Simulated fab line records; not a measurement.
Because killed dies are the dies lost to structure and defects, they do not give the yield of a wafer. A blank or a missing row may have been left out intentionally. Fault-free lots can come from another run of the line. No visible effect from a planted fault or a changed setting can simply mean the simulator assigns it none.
Split-lot experiment / flow n5 finfet / on a route of 1938 steps: 7 lots, 39 wafers read

== SPLIT DETAILS ==
At N5_GATE_CUT_ALD_22 (deposits SiNx, target thk 16 nm, pulse time 1 s, ald cycles 320), the setting ald cycles was moved away from the recipe's 320 on 12 of the 39 wafers read, by -52.2% to +46.2%. For the rest of the wafers, this setting stayed at what the recipe calls for.

The reading is taken at the split's own step.

== THE READING ==
SiNx_of_GATE_CUT_ALD_22.thk nm (the simulator's own value, which no gauge read), in nm, at N5_GATE_CUT_ALD_22 (deposits SiNx, target thk 16 nm, pulse time 1 s, ald cycles 320). The file does not state a usual value for it. Across the 27 wafers here that went through the recipe, the average is 16.0 nm and the standard deviation 0.083 nm.

wafer=L075.1; tool, chamber at the split=ald sin-03, 2,0; ald cycles as run=320; against the recipe=recipe; SiNx_of_GATE_CUT_ALD_22.thk nm, nm=16; against lot-mates on the recipe=-
wafer=L075.3; tool, chamber at the split=ald sin-03, 2,0; ald cycles as run=320; against the recipe=recipe; SiNx_of_GATE_CUT_ALD_22.thk nm, nm=16; against lot-mates on the recipe=-
wafer=L075.2; tool, chamber at the split=ald sin-03, 1,3,0; ald cycles as run=153; against the recipe=-52.2%; SiNx_of_GATE_CUT_ALD_22.thk nm, nm=7.6; against lot-mates on the recipe=-8.3
wafer=L075.4; tool, chamber at the split=ald sin-03, 1,3,0; ald cycles as run=153; against the recipe=-52.2%; SiNx_of_GATE_CUT_ALD_22.thk nm, nm=7.6; against lot-mates on the recipe=-8.3
wafer=L075.5; tool, chamber at the split=ald sin-03, 1,3,0; ald cycles as run=153; against the recipe=-52.2%; SiNx_of_GATE_CUT_ALD_22.thk nm, nm=7.6; against lot-mates on the recipe=-8.3
wafer=L075.6; tool, chamber at the split=ald sin-03, 3; ald cycles as run=320; against the recipe=recipe; SiNx_of_GATE_CUT_ALD_22.thk nm, nm=15.8; against lot-mates on the recipe=-
wafer=L077.1; tool, chamber at the split=ald sin-04, 0,3,2,1,3; ald cycles as run=320; against the recipe=recipe; SiNx_of_GATE_CUT_ALD_22.thk nm, nm=16; against lot-mates on the recipe=-
wafer=L077.2; tool, chamber at the split=ald sin-04, 0,3,2,1,3; ald cycles as run=320; against the recipe=recipe; SiNx_of_GATE_CUT_ALD_22.thk nm, nm=16; against lot-mates on the recipe=-
wafer=L077.3; tool, chamber at the split=ald sin-04, 0,3,2,1,3; ald cycles as run=320; against the recipe=recipe; SiNx_of_GATE_CUT_ALD_22.thk nm, nm=16; against lot-mates on the recipe=-
wafer=L077.4; tool, chamber at the split=ald sin-04, 0,3,2,1,3; ald cycles as run=320; against the recipe=recipe; SiNx_of_GATE_CUT_ALD_22.thk nm, nm=16; against lot-mates on the recipe=-
wafer=L077.5; tool, chamber at the split=ald sin-04, 0,3,2,1,3; ald cycles as run=320; against the recipe=recipe; SiNx_of_GATE_CUT_ALD_22.thk nm, nm=16; against lot-mates on the recipe=-
wafer=L077.6; tool, chamber at the split=ald sin-04, 0; ald cycles as run=320; against the recipe=recipe; SiNx_of_GATE_CUT_ALD_22.thk nm, nm=15.8; against lot-mates on the recipe=-
wafer=L080.1; tool, chamber at the split=ald sin-04, 1; ald cycles as run=468; against the recipe=+46.2%; SiNx_of_GATE_CUT_ALD_22.thk nm, nm=23.4; against lot-mates on the recipe=+7.6
wafer=L080.2; tool, chamber at the split=ald sin-04, 3,2,3; ald cycles as run=320; against the recipe=recipe; SiNx_of_GATE_CUT_ALD_22.thk nm, nm=15.8; against lot-mates on the recipe=-
wafer=L080.3; tool, chamber at the split=ald sin-04, 3,2,3; ald cycles as run=320; against the recipe=recipe; SiNx_of_GATE_CUT_ALD_22.thk nm, nm=15.8; against lot-mates on the recipe=-
wafer=L080.5; tool, chamber at the split=ald sin-04, 3,2,3; ald cycles as run=320; against the recipe=recipe; SiNx_of_GATE_CUT_ALD_22.thk nm, nm=15.8; against lot-mates on the recipe=-
wafer=L080.4; tool, chamber at the split=ald sin-04, 0,2; ald cycles as run=468; against the recipe=+46.2%; SiNx_of_GATE_CUT_ALD_22.thk nm, nm=23.2; against lot-mates on the recipe=+7.4
wafer=L080.6; tool, chamber at the split=ald sin-04, 0,2; ald cycles as run=468; against the recipe=+46.2%; SiNx_of_GATE_CUT_ALD_22.thk nm, nm=23.2; against lot-mates on the recipe=+7.4
wafer=L083.2; tool, chamber at the split=ald sin-01, 2,0,2; ald cycles as run=320; against the recipe=recipe; SiNx_of_GATE_CUT_ALD_22.thk nm, nm=16; against lot-mates on the recipe=-
wafer=L083.4; tool, chamber at the split=ald sin-01, 2,0,2; ald cycles as run=320; against the recipe=recipe; SiNx_of_GATE_CUT_ALD_22.thk nm, nm=16; against lot-mates on the recipe=-
wafer=L083.6; tool, chamber at the split=ald sin-01, 2,0,2; ald cycles as run=320; against the recipe=recipe; SiNx_of_GATE_CUT_ALD_22.thk nm, nm=16; against lot-mates on the recipe=-
wafer=L085.1; tool, chamber at the split=ald sin-03, 1,3,1; ald cycles as run=185; against the recipe=-42.2%; SiNx_of_GATE_CUT_ALD_22.thk nm, nm=9.2; against lot-mates on the recipe=-6.8
wafer=L085.4; tool, chamber at the split=ald sin-03, 1,3,1; ald cycles as run=185; against the recipe=-42.2%; SiNx_of_GATE_CUT_ALD_22.thk nm, nm=9.2; against lot-mates on the recipe=-6.8
wafer=L085.5; tool, chamber at the split=ald sin-03, 1,3,1; ald cycles as run=185; against the recipe=-42.2%; SiNx_of_GATE_CUT_ALD_22.thk nm, nm=9.2; against lot-mates on the recipe=-6.8
wafer=L085.2; tool, chamber at the split=ald sin-03, 0,2,0; ald cycles as run=320; against the recipe=recipe; SiNx_of_GATE_CUT_ALD_22.thk nm, nm=16; against lot-mates on the recipe=-
wafer=L085.3; tool, chamber at the split=ald sin-03, 0,2,0; ald cycles as run=320; against the recipe=recipe; SiNx_of_GATE_CUT_ALD_22.thk nm, nm=16; against lot-mates on the recipe=-
wafer=L085.6; tool, chamber at the split=ald sin-03, 0,2,0; ald cycles as run=320; against the recipe=recipe; SiNx_of_GATE_CUT_ALD_22.thk nm, nm=16; against lot-mates on the recipe=-
wafer=L087.1; tool, chamber at the split=ald sin-03, 2,1,0,2,3; ald cycles as run=320; against the recipe=recipe; SiNx_of_GATE_CUT_ALD_22.thk nm, nm=16; against lot-mates on the recipe=-
wafer=L087.3; tool, chamber at the split=ald sin-03, 2,1,0,2,3; ald cycles as run=320; against the recipe=recipe; SiNx_of_GATE_CUT_ALD_22.thk nm, nm=16; against lot-mates on the recipe=-
wafer=L087.4; tool, chamber at the split=ald sin-03, 2,1,0,2,3; ald cycles as run=320; against the recipe=recipe; SiNx_of_GATE_CUT_ALD_22.thk nm, nm=16; against lot-mates on the recipe=-
wafer=L087.5; tool, chamber at the split=ald sin-03, 2,1,0,2,3; ald cycles as run=320; against the recipe=recipe; SiNx_of_GATE_CUT_ALD_22.thk nm, nm=16; against lot-mates on the recipe=-
wafer=L087.6; tool, chamber at the split=ald sin-03, 2,1,0,2,3; ald cycles as run=320; against the recipe=recipe; SiNx_of_GATE_CUT_ALD_22.thk nm, nm=16; against lot-mates on the recipe=-
wafer=L087.2; tool, chamber at the split=ald sin-03, 3; ald cycles as run=320; against the recipe=recipe; SiNx_of_GATE_CUT_ALD_22.thk nm, nm=15.8; against lot-mates on the recipe=-
wafer=L094.1; tool, chamber at the split=ald sin-01, 0,3,0; ald cycles as run=417; against the recipe=+30.3%; SiNx_of_GATE_CUT_ALD_22.thk nm, nm=20.8; against lot-mates on the recipe=+4.8
wafer=L094.2; tool, chamber at the split=ald sin-01, 0,3,0; ald cycles as run=417; against the recipe=+30.3%; SiNx_of_GATE_CUT_ALD_22.thk nm, nm=20.8; against lot-mates on the recipe=+4.8
wafer=L094.6; tool, chamber at the split=ald sin-01, 0,3,0; ald cycles as run=417; against the recipe=+30.3%; SiNx_of_GATE_CUT_ALD_22.thk nm, nm=20.8; against lot-mates on the recipe=+4.8
wafer=L094.3; tool, chamber at the split=ald sin-01, 1,2,1; ald cycles as run=320; against the recipe=recipe; SiNx_of_GATE_CUT_ALD_22.thk nm, nm=16; against lot-mates on the recipe=-
wafer=L094.4; tool, chamber at the split=ald sin-01, 1,2,1; ald cycles as run=320; against the recipe=recipe; SiNx_of_GATE_CUT_ALD_22.thk nm, nm=16; against lot-mates on the recipe=-
wafer=L094.5; tool, chamber at the split=ald sin-01, 1,2,1; ald cycles as run=320; against the recipe=recipe; SiNx_of_GATE_CUT_ALD_22.thk nm, nm=16; against lot-mates on the recipe=-
The file does not say which wafer passed through which chamber wherever a row lists several chambers: such a row stands for several wafers.

FIT RESULTS
A straight line over all 39 wafers: SiNx_of_GATE_CUT_ALD_22.thk nm changes by +0.159 nm for each +1% of ald cycles; r = +1.00; the points scatter about the line by 0.079 nm.
The same after taking each lot's own level away (the mean of its wafers on the recipe; 39 wafers): +0.16 nm for each +1%; r = +1.00; scatter 0.063 nm.
That fit puts the effect of the largest move of ald cycles on the reading at 8.4 nm.
Measured against the standard deviation above, the lots' own levels, which go from 15.80 to 16.00 nm, span 2.4 times it.
The two slopes are in agreement: the lot-to-lot level therefore moves the slope only a little.
Check: -8.38 nm against its lot-mates is what the line predicts for one of the wafers moved furthest among these (-52.2%) when that wafer is left out of the fit. Against them it came out at -8.33 nm.

== THESE WAFERS: OTHER SPLITS ==
These wafers also went through other splits before the reading. Each is held against what the fit with the lots' levels taken away leaves over:
other split on the same wafers=N5_FIN_SAQP_SPACER2_ALD_28 target thk a; wafers away from the commonest value=15; r with SiNx_of_GATE_CUT_ALD_22.thk nm (lot level and that fit taken away)=-0.03

== THE WHOLE CHAIN: every reading that the file lists as answering this split, in the file's order ==
step=N5_GATE_CUT_ALD_22; what it does=deposits SiNx, target thk 16 nm, pulse time 1 s, ald cycles 320; reading=SiNx_of_GATE_CUT_ALD_22.thk nm (the simulator's own value, which no gauge read); change (the file's fit)=+0.16 nm for each +1% of the setting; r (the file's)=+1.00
step=N5_GATE_CUT_CMP_23; what it does=polishes, stops on SiO2, t overpolish 23.4 s, target thk 16 nm; reading=SiNx_of_GATE_CUT_ALD_22.thk nm (the simulator's own value, which no gauge read); change (the file's fit)=not straight: 7.6 at the lowest setting, 15.96 at the recipe, 14.8 at the highest; r (the file's)=not given

== FILE'S OWN FIT ==
SiNx_of_GATE_CUT_ALD_22.thk nm changes by +0.16 nm for each +1% of ald cycles, r = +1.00.
